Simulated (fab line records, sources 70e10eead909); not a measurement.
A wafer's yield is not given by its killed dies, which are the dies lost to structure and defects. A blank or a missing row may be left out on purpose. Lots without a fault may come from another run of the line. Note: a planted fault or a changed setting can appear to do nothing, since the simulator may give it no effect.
Problem report, 8D (eight disciplines) form, completed by code	flow nandHarc	the parts of the form that need people (team, actions taken, sign-off) are left out

1. THE ISSUE
At NHARC_A_CONTACT_SOFTBAKE_03, heaterPowerTotalW averages 323.12 W over 6 wafers from 2 lots, while fault-free wafers read 188.46 W, standard deviation 0.15. That is +99 or more standard deviations from the usual mean.
The step: time 55 s.
Earliest sighting: wafer L928.1 on lithoTrack-01 at day 23 18:00. The record holds 36 wafers of 12 lots with a number at this step. The rule behind "out" and "out of limits": a value lying over 4 standard deviations away from the usual mean. All remaining wafers that have a number are taken as sound.

2. WHAT IT IS; WHAT IT IS NOT
question	is	is not
which readings at this step	heaterPowerTotalW	-
which lots	L928, L931	L926, L938, L939, L941, L944, L945, L946, L947, L948, L949
which wafers of those lots	all that have a number	-
read on which tools	lithoTrack-01	lithoTrack-04, lithoTrack-06
when	from day 23 18:00	up to then (3 sound wafers); but 27 sound wafers of L938, L939, L941, L944, L945, L946, L947, L948, L949 came after

3. THE SUSPECTS, EACH WITH WHAT RULES IT OUT
Counting: any tool at a process step up to the reading is kept as a suspect provided that every lot that is out went through it and no sound lot did after the first of them.
- lithoTrack-01 at NHARC_A_CONTACT_SOFTBAKE_03 (time 55 s): ruled out as a lasting fault. The sound lots L944, L946 went through it after L928, its earliest lot that is out (day 23 18:00).
Left after counting: nothing in the record.

4. THE CAUSE (what the simulator had put in)
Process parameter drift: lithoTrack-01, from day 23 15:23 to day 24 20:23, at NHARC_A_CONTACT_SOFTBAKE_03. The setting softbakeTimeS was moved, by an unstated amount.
Counting ruled it out, wrongly.

5. THE CHAIN OF EFFECTS, in route order
Each row: a reading whose mean over the struck wafers that have a number lies more than 3 standard deviations from the usual. Only readings for which the record gives a usual standard deviation are gone through. hours: the time from each lot's start at the first step in this table that gives one to its start at this step, as a median over the lots. sigmas: the change in usual standard deviations.
hours	step	reading	usual	on struck wafers	change	sigmas
0	NHARC_A_CONTACT_SOFTBAKE_03	heaterPowerTotalW	188.46 W	323.12	+134.66	+99 or more
It contains these process steps:
- NHARC_A_CONTACT_SOFTBAKE_03: time 55 s.
Readings that are blank on the struck wafers while sound wafers have them: plateTempC at NHARC_A_CONTACT_SOFTBAKE_03.

6. HOW IT WOULD HAVE BEEN CAUGHT EARLIER
In this record no reading fell out of limits until day 23 18:00, 3 hours after the fault had begun at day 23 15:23.
